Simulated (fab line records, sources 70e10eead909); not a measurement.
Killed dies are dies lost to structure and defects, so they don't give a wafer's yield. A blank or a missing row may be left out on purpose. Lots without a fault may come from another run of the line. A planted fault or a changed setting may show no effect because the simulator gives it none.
Chamber matching | flow nand_harc | NHARC_P_GATE_DESCUM_13 on rie_diel-04: 4 sister chambers
The step chemistry O2, time 3 s. 4 wafers are shown with their chamber, then 10 later ones without.

WAFERS WITH THEIR CHAMBER
wafer  | chamber | showerhead_plenum_p_Torr (Torr)
L088.2 | 3       | 1.84
L088.5 | 1       | 1.93
L091.2 | 0       | 1.92
L091.3 | 2       | 1.90

WAFERS WITHOUT THEIR CHAMBER
wafer  | showerhead_plenum_p_Torr (Torr)
L091.4 | 1.84
L093.1 | 1.84
L093.3 | 1.90
L093.6 | 1.92
L097.1 | 1.92
L097.4 | 1.92
L097.6 | 1.92
L096.1 | 1.92
L096.3 | 1.83
L096.5 | 1.92

WHICH CHAMBER EACH WENT THROUGH
wafer  | from the rows above | in truth
L091.4 | 3                   | 3
L093.1 | 3                   | 3
L093.3 | 2                   | 2
L093.6 | 0                   | 0
L097.1 | 0                   | 0
L097.4 | 0                   | 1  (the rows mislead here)
L097.6 | 0                   | 0
L096.1 | 0                   | 0
L096.3 | 3                   | 3
L096.5 | 0                   | 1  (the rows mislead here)
Placed correctly: 8 of 10. Can't be placed from these rows: 0. Placed wrongly: 2.
How it was worked out, from the rows above alone: a wafer's distance from a chamber is the root of the sum, over the readings, of the square of ((its reading less the chamber's mean) divided by the reading's scatter). The wafer belongs to the nearest chamber; if the next one is less than 2 further off, it can't be placed. A chamber's mean is the mean of its shown wafers. The scatter: with one shown wafer a chamber, the root of the mean of the squares of how far each hidden wafer lies from its nearest shown one.
